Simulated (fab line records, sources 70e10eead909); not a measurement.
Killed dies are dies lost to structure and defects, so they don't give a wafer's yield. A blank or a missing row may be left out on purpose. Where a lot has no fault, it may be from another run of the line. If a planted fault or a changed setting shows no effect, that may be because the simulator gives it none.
Chamber matching | flow nand_harc | rie_diel-08 running NHARC_A_STAIRCASE_ETCH_292: 4 sister chambers
The step etches the open film in CF4/CHF3. 4 wafers are shown with their chamber, then 9 later ones without.

## WAFERS WITH THEIR CHAMBER
wafer  | chamber | showerhead_plenum_p_Torr (Torr)
L082.2 | 1       | 1.55
L086.1 | 2       | 1.51
L086.5 | 0       | 1.48
L086.6 | 3       | 1.48

## WAFERS WHOSE CHAMBER IS MISSING
wafer  | showerhead_plenum_p_Torr (Torr)
L088.2 | 1.48
L088.3 | 1.55
L088.6 | 1.55
L087.1 | 1.48
L087.3 | 1.48
L087.4 | 1.55
L090.4 | 1.48
L090.5 | 1.48
L090.6 | 1.50

## EACH ONE'S CHAMBER
wafer  | from the rows above     | in truth
L088.2 | can't be placed: 0 or 3 | 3
L088.3 | 1                       | 1
L088.6 | 1                       | 1
L087.1 | can't be placed: 0 or 3 | 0
L087.3 | can't be placed: 0 or 3 | 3
L087.4 | 1                       | 1
L090.4 | can't be placed: 0 or 3 | 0
L090.5 | can't be placed: 0 or 3 | 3
L090.6 | 2                       | 2
Placed correctly: 4 of 9. Can't be placed from these rows: 5 (the true chamber is among the candidates in 5). Placed wrongly: 0.
How it was worked out, from the rows above alone: a wafer's distance from a chamber is the root of the sum, over the readings, of the square of ((its reading less the chamber's mean) divided by the reading's scatter). If the next closest chamber is less than 2 further off than the closest, the wafer can't be placed; otherwise it belongs to the closest. The mean given for a chamber averages the wafers shown for that chamber. The scatter (one wafer shown for each chamber): square how far every hidden wafer sits from the nearest shown wafer, average those squares and take the square root.
